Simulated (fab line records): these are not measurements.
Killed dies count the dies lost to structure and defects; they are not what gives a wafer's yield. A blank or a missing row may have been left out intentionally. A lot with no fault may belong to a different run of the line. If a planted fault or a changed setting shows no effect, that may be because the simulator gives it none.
What tool caused it?    flow n5-finfet    29 wafers from 10 lots sampled at 5 of the route's 1938 steps

== WHAT THE GAUGES SHOWED, per wafer ==
N5_DUMMY_GATE_CD_MEAS_24: the cd target is 15 nm. Usual: 15.1 nm for cd-nm, sd 0.36.
lot   measured     on         cd-nm (nm)      flag
L225  day 3 08:06  cd-sem-02  15.0 14.8 14.9  
L226  day 3 11:31  cd-sem-02  14.9 15.2 15.3  
L227  day 3 16:48  cd-sem-03  15.2 15.2 15.3  
L230  day 4 12:40  cd-sem-01  14.8 15.5 15.2  
L231  day 4 20:20  cd-sem-01  15.1 15.2 15.2  
L232  day 4 23:16  cd-sem-02  15.2 14.9 15.0  
L241  day 7 07:04  cd-sem-02  14.7 15.1 15.1  
L242  day 7 11:59  cd-sem-02  14.6 15.5       
L246  day 8 10:58  cd-sem-02  14.8 15.1 14.8  
L247  day 8 17:26  cd-sem-01  14.6 14.4 14.8  

N5_SD_EPI_N_OVL_MEAS_10. Usual: SD_N_BLK_OVL gives -0.5 nm (standard deviation 0.71).
lot   measured     on          SD_N_BLK_OVL (nm)  flag
L225  day 3 10:59  overlay-02  -1.3 -1.2 -0.7     
L226  day 3 12:57  overlay-01  0.6 -0.5 0.5       
L227  day 3 18:17  overlay-02  -0.7 -0.5 -0.7     
L230  day 4 14:01  overlay-02  -0.1 -0.7 0.0      
L231  day 5 00:04  overlay-02  -1.7 -1.5 -1.1     
L232  day 5 00:36  overlay-01  -0.6 -0.6 -1.8     
L241  day 7 08:24  overlay-02  0.3 -0.6 -0.3      
L242  day 7 13:28  overlay-01  -0.1 -0.4          
L246  day 8 13:26  overlay-01  0.3 0.7 1.2        
L247  day 8 23:37  overlay-01  -1.9 -1.3 -0.6     

N5_SD_EPI_N_INSPECT_11: inspects for defects (macro). Usual: 2.2 for raw-defect-count, sd 1.3.
lot   measured     on                 raw-defect-count  flag
L225  day 3 11:01  defect-inspect-01  2 1 3             
L226  day 3 12:58  defect-inspect-02  3 2 3             
L227  day 3 18:18  defect-inspect-01  1 1 2             
L230  day 4 14:03  defect-inspect-02  2 2 2             
L231  day 5 00:05  defect-inspect-02  1 1 2             
L232  day 5 00:38  defect-inspect-02  4 2 1             
L241  day 7 08:25  defect-inspect-02  2 1 1             
L242  day 7 13:29  defect-inspect-02  3 3               
L246  day 8 13:28  defect-inspect-02  3 1 2             
L247  day 8 23:39  defect-inspect-01  1 0 3             

N5_BEOL_M4_RC_MEAS_101. Usual: DIBL_N 36.3 mV/V, standard deviation 1.2; DIBL_P 36.1 mV/V, standard deviation 1.6; IOFF_N 0.161 nA/um, standard deviation 0.023; IOFF_P 0.209 nA/um, standard deviation 0.027; ION_N 676 uA/um, standard deviation 8.9; ION_P 462 uA/um, standard deviation 5.3; SS_N 71.5 mV/dec, standard deviation 0.51; SS_P 73.2 mV/dec, standard deviation 0.5; VT_N 249.1 mV, standard deviation 2.5; VT_P -249.9 mV, standard deviation 2.8.
lot   measured      on         DIBL_N (mV/V)   DIBL_P (mV/V)   IOFF_N (nA/um)     IOFF_P (nA/um)     ION_N (uA/um)  ION_P (uA/um)  SS_N (mV/dec)   SS_P (mV/dec)   VT_N (mV)          VT_P (mV)             flag
L225  day 8 08:17   prober-01  36.1 35.8 37.7  35.6 36.2 38.1  0.155 0.145 0.185  0.203 0.211 0.249  683 671 689    462 461 471    71.5 70.9 71.6  72.9 72.7 73.9  248.2 248.5 246.0  -249.9 -250.4 -247.5  
L226  day 8 12:03   prober-01  36.8 37.7 36.8  35.5 35.8 34.7  0.161 0.174 0.162  0.221 0.220 0.213  675 674 664    463 466 460    71.3 71.2 71.5  73.0 73.1 73.5  250.1 250.3 248.5  -248.8 -249.0 -247.3  
L227  day 8 14:11   prober-02  35.7 34.9 34.4  34.7 33.4 33.8  0.146 0.125 0.125  0.190 0.172 0.180  672 666 667    463 457 464    71.5 70.9 71.1  72.8 72.9 72.9  252.3 252.6 252.0  -249.1 -253.1 -251.7  
L230  day 9 12:39   prober-02  36.5 37.4 37.1  35.8 37.8 37.4  0.158 0.188 0.198  0.203 0.239 0.240  669 675 683    459 459 466    71.6 71.5 71.6  73.5 73.4 74.4  249.0 248.5 248.4  -249.5 -247.8 -247.9  
L231  day 9 19:53   prober-01  34.3 35.1 35.0  34.7 35.5 35.4  0.129 0.140 0.140  0.158 0.175 0.171  664 679 663    450 461 454    71.2 71.3 71.4  73.6 73.3 73.3  252.9 248.6 249.8  -256.2 -252.5 -253.8  
L232  day 9 14:19   prober-02  36.9 37.7 36.9  34.3 35.4 34.6  0.153 0.170 0.166  0.203 0.221 0.202  670 667 674    467 462 459    71.5 71.7 71.5  73.2 72.8 72.8  249.4 247.7 250.3  -248.5 -248.0 -252.3  
L241  day 12 04:41  prober-02  37.3 38.1 35.5  39.7 39.0 36.3  0.196 0.208 0.151  0.241 0.229 0.188  692 690 678    468 466 464    71.8 72.2 71.4  73.2 74.0 73.0  245.1 246.5 249.1  -249.5 -250.1 -253.0  
L242  day 12 11:00  prober-02  38.9 36.7       37.3 34.8       0.208 0.159        0.248 0.206        681 669        465 455        72.7 71.6       73.9 73.2       246.5 250.7        -248.7 -250.7         
L246  day 13 06:17  prober-01  35.6 36.1 36.0  36.5 37.8 37.2  0.161 0.182 0.166  0.215 0.238 0.222  666 681 677    461 461 462    71.9 71.8 72.7  73.0 73.9 73.7  249.0 246.7 248.1  -250.2 -247.1 -251.9  
L247  day 13 22:22  prober-01  37.1 36.0 35.0  36.4 35.6 34.3  0.166 0.143 0.132  0.217 0.202 0.178  679 674 662    465 463 457    71.8 71.9 71.6  73.3 73.1 73.4  250.1 250.6 251.1  -246.2 -248.4 -248.6  

== WHAT TOOL EACH LOT RAN ON (gives the tool, then ch and the chambers of the sampled wafers, and finally the start) ==
lot   N5_SD_EPI_N_ETCHBACK_44
L225  rie-diel-01 ch 0,2, day 3 11:28
L226  rie-diel-01 ch 0,2,3, day 3 13:25
L227  rie-diel-04 ch 0,1,2, day 3 18:45
L230  rie-diel-05 ch 1,2,3, day 4 15:04
L231  rie-diel-05 ch 1,2,3, day 5 00:43
L232  rie-diel-05 ch 0,1,3, day 5 01:41
L241  rie-diel-05 ch 0,1,2, day 7 09:04
L242  rie-diel-05 ch 2, day 7 14:02
L246  rie-diel-04 ch 0,1, day 8 14:08
L247  rie-diel-04 ch 0,3, day 9 00:05
- N5_SD_EPI_N_ETCHBACK_44: etches SiNx in CH3F/O2, stops on SiO2, target depth 14.5 nm.

== AS READ BY THE TOOLS THEMSELVES (means over the sampled wafers that have a number; for cases with no such wafer, the mark the record gives instead) ==
N5_SD_EPI_N_ETCHBACK_44. Usual: for drypump-motor-current-A, 6.0 A with a standard deviation of 0.49; for oes_ar_750_au, 0.78 a.u. with a standard deviation of 0.066; for oes-product-au, 0.66 a.u. with a standard deviation of 0.057; for rf-fwd-power-W, 393.4 W with a standard deviation of 1.4; for rf-vpp-V, 298.0 V with a standard deviation of 2.6; for showerhead-plenum-p-Torr, 2.01 Torr with a standard deviation of 0.071; for throttle-valve-pct, 16.33 % with a standard deviation of 0.15.
lot   tool         drypump-motor-current-A (A)  oes_ar_750_au (a.u.)  oes-product-au (a.u.)  rf-fwd-power-W (W)  rf-vpp-V (V)  showerhead-plenum-p-Torr (Torr)  throttle-valve-pct (%)  flag
L225  rie-diel-01  6.2                          0.80                  0.68                   393.9               298.1         2.02                             16.40                   
L226  rie-diel-01  5.7                          0.80                  0.69                   393.7               296.8         1.99                             16.42                   
L227  rie-diel-04  6.0                          0.75                  0.65                   392.7               296.5         1.99                             16.24                   
L230  rie-diel-05  6.1                          0.78                  0.67                   393.1               300.3         2.07                             16.37                   
L231  rie-diel-05  6.1                          0.78                  0.66                   394.0               298.9         2.07                             16.40                   
L232  rie-diel-05  5.8                          0.79                  0.68                   393.3               300.0         2.04                             16.33                   
L241  rie-diel-05  6.2                          0.76                  0.65                   394.9               299.8         2.00                             16.33                   
L242  rie-diel-05  6.6                          0.79                  0.65                   395.0               296.4         2.01                             16.36                   
L246  rie-diel-04  6.3                          0.72                  0.62                   391.2               296.3         1.93                             16.32                   
L247  rie-diel-04  6.0                          0.72                  0.61                   394.4               297.4         2.01                             16.22                   

== THE ANSWER, worked out from the rows above alone ==
Rule: take the mean of a lot's wafers that have a number; if it is more than 3 standard deviations from the usual mean, the lot is off. Also off: a lot with no number at a reading for which 4 or more lots have one. The other lots that the step has rows for count as sound. First the gauges in route order, then the tools' own readings, where a lot's mean is used as printed above. At the first step where some lot is off, the reading lying furthest off is the one used; lots without a number count as furthest.
No lot is off on any of the readings shown, so nothing can be concluded from this.

== WHAT HAD BEEN PUT IN BY THE SIMULATOR ==
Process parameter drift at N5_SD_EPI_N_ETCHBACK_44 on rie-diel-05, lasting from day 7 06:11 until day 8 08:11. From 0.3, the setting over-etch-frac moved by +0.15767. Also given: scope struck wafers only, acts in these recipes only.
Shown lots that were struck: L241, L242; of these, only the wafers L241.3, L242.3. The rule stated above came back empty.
